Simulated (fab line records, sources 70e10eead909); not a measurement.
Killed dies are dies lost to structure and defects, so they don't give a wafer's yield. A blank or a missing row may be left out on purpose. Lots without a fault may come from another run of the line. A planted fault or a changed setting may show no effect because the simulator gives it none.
fab line records | flow nand_harc
record lots=5 wafers=15 last_day=24
route steps=1159 shown A_ONON_D1@426
lots that met no fault: from a run of the same line without faults
start_h: hours from the record's first day to the start of the lot's first wafer shown | wait_h: hours since the lot's step before | " the same as in the row above | L1.1+2: a row that stands for several wafers | - no value, or no start given | * or withheld: withheld | < > ~ a bound
route shown NAME@n: a module of which the file shows steps, and the number in the route of the first | usual: mean/standard deviation of fault-free wafers | same: alike in all rows | chamber/n: place in a boat | sites: the reading at each site | _std_site: their standard deviation | _edge_site: outer sites' mean less inner sites' | radius_mm: how far each site lies from the wafer's centre | mask NAME#n: copy n | behind: the tool/chamber that last shaped the wafer | hold: why the lot was held/for how many hours/how that ended | device: the transistor (n, p or np) that didn't switch | end of line: the same wafers' tests at the end of the route | a step without rows: its recipe alone | killed: dies lost to structure and defects at the first sort, not the wafer's yield | map: a wafer's dies, x killed, . not, _ none there
set.NAME: the setting as run; set.NAME@STEP: as run at that earlier step | model.NAME: the simulator's own value behind a step, which no gauge read
lots at some steps of the route; a table a step, a row a wafer
services: from which hour (start_h, from the record's first day; less than 0 if before it) a tool's chamber was out of use, for how many hours, and why
## steps
# step NHARC_A_ONON_D1_DEP_03
# recipe target_thk_a=10000 n2_flow_sccm=2750 n2o_flow_sccm=2000 nh3_flow_sccm=500 sih4_flow_sccm=210 temp_c=400
# step NHARC_A_ONON_D1_THK_MEAS_05
# recipe thk_meas_gauge=ellipsometry
# usual thk_nm=1000/9.8
# columns lot.wafer tool chamber start_h wait_h thk_nm
L830.2 film_metro-01 - 171.17 - 1008
L830.5 " - " " 1008
L830.6 " - " " 1009
L842.1 film_metro-01 - 234.26 - 994
L842.3 " - " " 990
L842.6 " - " " 991
L845.1 film_metro-02 - 258.82 - 1015
L845.2 " - " " 1015
L845.4 " - " " 1018
L847.1 film_metro-01 - 264.09 - 1002
L847.2 " - " " 1005
L847.3 " - " " 1004
L852.1 film_metro-01 - 288.00 - 995
L852.3 " - " " 995
L852.5 " - " " 994
# step NHARC_A_ONON_D1_DEP_06
# recipe target_thk_a=10000 n2_flow_sccm=2750 n2o_flow_sccm=2000 nh3_flow_sccm=500 sih4_flow_sccm=210 temp_c=400
# step NHARC_A_ONON_D1_THK_MEAS_08
# recipe thk_meas_gauge=ellipsometry
# usual thk_nm=997/10
# columns lot.wafer tool chamber start_h wait_h thk_nm
L830.2 film_metro-02 - 171.74 - 977
L830.5 " - " " 980
L830.6 " - " " 981
L842.1 film_metro-01 - 234.82 - 1007
L842.3 " - " " 1006
L842.6 " - " " 1006
L845.1 film_metro-02 - 259.39 - 1001
L845.2 " - " " 1001
L845.4 " - " " 1002
L847.1 film_metro-02 - 264.68 - 1000
L847.2 " - " " 999
L847.3 " - " " 1000
L852.1 film_metro-02 - 288.57 - 998
L852.3 " - " " 996
L852.5 " - " " 996
# step NHARC_A_ONON_D1_DEP_09
# recipe target_thk_a=10000 n2_flow_sccm=2750 n2o_flow_sccm=2000 nh3_flow_sccm=500 sih4_flow_sccm=210 temp_c=400
# step NHARC_A_ONON_D1_THK_MEAS_11
# recipe thk_meas_gauge=ellipsometry
# usual thk_nm=1005/12
# columns lot.wafer tool chamber start_h wait_h thk_nm
L830.2 film_metro-02 - 172.31 - 1024
L830.5 " - " " 1025
L830.6 " - " " 1023
L842.1 film_metro-01 - 235.38 - 1015
L842.3 " - " " 1016
L842.6 " - " " 1016
L845.1 film_metro-02 - 259.95 - 1010
L845.2 " - " " 1012
L845.4 " - " " 1011
L847.1 film_metro-02 - 265.57 - 1008
L847.2 " - " " 1010
L847.3 " - " " 1011
L852.1 film_metro-01 - 289.13 - 985
L852.3 " - " " 984
L852.5 " - " " 985
# step NHARC_A_ONON_D1_DEP_12
# recipe target_thk_a=10000 n2_flow_sccm=2750 n2o_flow_sccm=2000 nh3_flow_sccm=500 sih4_flow_sccm=210 temp_c=400
# step NHARC_A_ONON_D1_THK_MEAS_14
# recipe thk_meas_gauge=ellipsometry
# usual thk_nm=1000/9
# columns lot.wafer tool chamber start_h wait_h thk_nm
L830.2 film_metro-02 - 172.88 - 1019
L830.5 " - " " 1021
L830.6 " - " " 1020
L842.1 film_metro-01 - 235.95 - 989
L842.3 " - " " 987
L842.6 " - " " 989
L845.1 film_metro-02 - 260.54 - 1000
L845.2 " - " " 1001
L845.4 " - " " 1001
L847.1 film_metro-01 - 266.14 - 989
L847.2 " - " " 991
L847.3 " - " " 988
L852.1 film_metro-02 - 289.70 - 1014
L852.3 " - " " 1012
L852.5 " - " " 1012
# step NHARC_A_ONON_D1_ANNEAL_15
# recipe temp_c=750 time_s=3600
# step NHARC_A_ONON_D1_DEP_16
# recipe target_thk_a=10000 n2_flow_sccm=2750 n2o_flow_sccm=2000 nh3_flow_sccm=500 sih4_flow_sccm=210 temp_c=400
# step NHARC_A_ONON_D1_THK_MEAS_18
# recipe thk_meas_gauge=ellipsometry
# usual thk_nm=999/9.2
# columns lot.wafer tool chamber start_h wait_h thk_nm
L830.2 film_metro-01 - 181.37 - 1003
L830.5 " - " " 1001
L830.6 " - " " 1003
L842.1 film_metro-02 - 243.07 - 1008
L842.3 " - " " 1008
L842.6 " - " " 1009
L845.1 film_metro-01 - 265.22 - 1011
L845.2 " - " " 1011
L845.4 " - " " 1011
L847.1 film_metro-02 - 273.77 - 978
L847.2 " - " " 980
L847.3 " - " " 977
L852.1 film_metro-01 - 297.02 - 1005
L852.3 " - " " 1003
L852.5 " - " " 1005
# step NHARC_A_ONON_D1_DEP_19
# recipe target_thk_a=10000 n2_flow_sccm=2750 n2o_flow_sccm=2000 nh3_flow_sccm=500 sih4_flow_sccm=210 temp_c=400
# columns lot.wafer tool chamber start_h wait_h
L830.2+5+6 pecvd_onon-01 0 181.60 0.2
L842.1+3+6 pecvd_onon-01 0 243.13 0.1
L845.1+2+4 pecvd_onon-03 0 265.27 0.1
L847.1+2+3 pecvd_onon-02 0 273.82 0.1
L852.1+3+5 pecvd_onon-03 0 297.07 0.1
# step NHARC_A_ONON_D1_THK_MEAS_21
# recipe thk_meas_gauge=ellipsometry
# usual thk_nm=1001/11
# columns lot.wafer tool chamber start_h wait_h thk_nm
L830.2 film_metro-02 - 182.05 - 1002
L830.5 " - " " 1003
L830.6 " - " " 1003
L842.1 film_metro-01 - 243.64 - 985
L842.3 " - " " 648
L842.6 " - " " 985
L845.1 film_metro-02 - 265.78 - 996
L845.2 " - " " 996
L845.4 " - " " 994
L847.1 film_metro-02 - 274.34 - 1008
L847.2 " - " " 1011
L847.3 " - " " 1011
L852.1 film_metro-02 - 297.58 - 1019
L852.3 " - " " 1017
L852.5 " - " " 1019
# step NHARC_A_ONON_D1_DEP_22
# recipe target_thk_a=10000 n2_flow_sccm=2750 n2o_flow_sccm=2000 nh3_flow_sccm=500 sih4_flow_sccm=210 temp_c=400
## services
# columns tool chamber start_h hours kind
pecvd_onon-01 - 195.00 13.0 pm
pecvd_onon-01 - 211.17 6.2 repair
pecvd_onon-02 - 237.84 1.5 repair
pecvd_onon-02 - 292.27 13.0 pm
## key
first_sign step=NHARC_A_ONON_D1_THK_MEAS_21 reading=thk_nm direction=down sigmas=33 usual=1001 struck=648
effect none on later readings
met_at NHARC_A_ONON_D1_DEP_19
struck_wafers L842.3
later_rows_left_out L842.3
sort_left_out L842.3
tester_left_out L842
onset_between 181.60 243.13
fault kind=process_parameter_drift tool=pecvd_onon-01 chamber=- onset_h=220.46 steps=NHARC_A_ONON_D1_DEP_19 channel=target_thk_a offset=* shape=step end_h=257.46 scope=struck_wafers_only acts_in=* stated=*
# tester_left_out: of these lots the tester's yield and bins aren't shown, on N5 and GAA mostly nor the transistor test; their killed dies are dies lost to structure and defects alone, not to doping, threshold or leakage, so they don't give the yield
# sort_left_out: the simulated sort isn't trusted on such a fault, so these wafers' sort isn't shown, and their yield isn't known
# later_rows_left_out: the simulator's readings of these wafers behind a module that went badly wrong aren't trusted and aren't shown, but for the sort
